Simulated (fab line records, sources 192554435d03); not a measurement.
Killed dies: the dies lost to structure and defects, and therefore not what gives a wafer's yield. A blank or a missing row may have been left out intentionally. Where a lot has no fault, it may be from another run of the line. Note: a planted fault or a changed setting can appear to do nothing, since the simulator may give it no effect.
A struck lot beside a sound one ; flow n5-finfet ; 15 steps out of a route of 1938
Sound: wafers L731.1, L731.2, L731.6. Wafers struck: L738.2, L738.3, L738.4. The cause is given at the end.
For every step that has rows: the tool of each side, followed by ch and its chambers, followed by its first start. Under that, the readings that differ: sound wafers ; struck wafers ; difference of the means ; sigmas: that difference in standard deviations of wafers without a fault.
alike: words and numbers the same on both sides, and readings whose means are apart by under 2 such deviations; not compared: readings that were withheld, readings missing a value for some wafer, numbers with overlapping values and no deviation given by the record, and bounds like >300 which may hide the same value.
A row with sigmas, a row that says differs or no value, or rows on one side alone: a step with any of these is where the two part. Non-overlapping numbers with no deviation appear without sigmas and do not part them. A reading that every wafer of one side lacks parts them only if that side has two wafers or more.

N5_BEOL_M0_SAQP_HM_DEP_02: deposits TiN, target thk 12 nm.
  sound on pvd-sputter-01, day 5 13:53; struck on pvd-sputter-03, day 7 06:49
  alike: throttle-valve-pct
N5_BEOL_M0_SAQP_PECVD_03: deposits SiCN from 3MS/NH3, target thk 12 nm, time 21.1 s.
  sound on pecvd-02 ch 0,1, day 5 14:00; struck on pecvd-02 ch 0,1, day 7 06:56
  alike: rf-fwd-power-W, showerhead-plenum-p-Torr, throttle-valve-pct
N5_BEOL_M0_SAQP_PECVD_96: deposits a-Si from SiH4/He, target thk 45 nm, time 45.2 s.
  sound on pecvd-02 ch 0,1, day 5 14:02; struck on pecvd-02 ch 0,1, day 7 06:58
  alike: heater-power-w, rf-fwd-power-W, showerhead-plenum-p-Torr, throttle-valve-pct
N5_BEOL_M0_SAQP_PECVD_97: deposits SiNx from SiH4/NH3/N2, target thk 23 nm, time 19.9 s.
  sound on pecvd-02 ch 0,1, day 5 14:05; struck on pecvd-02 ch 0,1, day 7 07:01
  alike: heater-power-w, rf-fwd-power-W, showerhead-plenum-p-Torr, throttle-valve-pct
then, 1 step without rows for these wafers: N5_BEOL_M0_SAQP_PECVD_04 (deposits a-Si from SiH4/He, target thk 60 nm, time 60.2 s).
N5_BEOL_M0_SAQP_THK_MEAS_05:
  sound on film-metro-02, day 5 14:13; struck on film-metro-02, day 7 07:09
  alike: thk-nm
N5_BEOL_M0_SAQP_HM_DEP_111: deposits SiO2 from SiH4/N2O, target thk 12 nm, time 7.2 s.
  sound on pecvd-04 ch 0,1,2, day 5 14:15; struck on pecvd-02 ch 0,2, day 7 07:11
  alike: heater-power-w, rf-fwd-power-W, showerhead-plenum-p-Torr
then, 5 steps without rows for these wafers: N5_BEOL_M0_SAQP_COAT_81 (time 60 s, resist thk 100 nm); N5_BEOL_M0_SAQP_COAT_82 (time 60 s, resist thk 30 nm); N5_BEOL_M0_SAQP_COAT_08 (resist thk 90 nm); N5_BEOL_M0_SAQP_EBR_10; N5_BEOL_M0_SAQP_SOFTBAKE_09 (time 60 s).
N5_BEOL_M0_SAQP_EXPOSE_11: exposes mask M0 CORE, target cd 42 nm.
  sound on arfi-scanner-03 ch 0, day 5 14:26; struck on arfi-scanner-03 ch 0, day 7 07:23
reading;sound;struck;difference;sigmas
exposure-dose-mJ-cm2;54.96 54.86 54.88;54.18 54.16 54.20;-0.72;-5
  alike: mask, focus-offset-nm
then, 1 step without rows for these wafers: N5_BEOL_M0_SAQP_PEB_12 (peb time 60 s).
-- record jumps: 3 days separate the struck wafers' starts on either side; left off in module BEOL_M0_SAQP, taken up again in module BEOL_M4, whose first shown step is the route's number 1111 --
N5_BEOL_M4_RC_MEAS_101:
  sound on prober-02 ch 0, day 7 17:55; struck on prober-02 ch 0, day 10 04:34
  alike: DIBL_N, DIBL_P, IOFF_N, IOFF_P, ION_N, ION_P, SS_N, SS_P, VT_N, VT_P

## WHERE THEY PART
Only at N5_BEOL_M0_SAQP_EXPOSE_11, as far as this record shows. Later steps at which nothing parts them and some readings are alike: N5_BEOL_M4_RC_MEAS_101.

WHY: whatever the simulator had introduced
Process parameters drifting: arfi-scanner-03 at N5_BEOL_M0_SAQP_EXPOSE_11, beginning at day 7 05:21. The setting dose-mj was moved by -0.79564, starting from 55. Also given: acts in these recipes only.
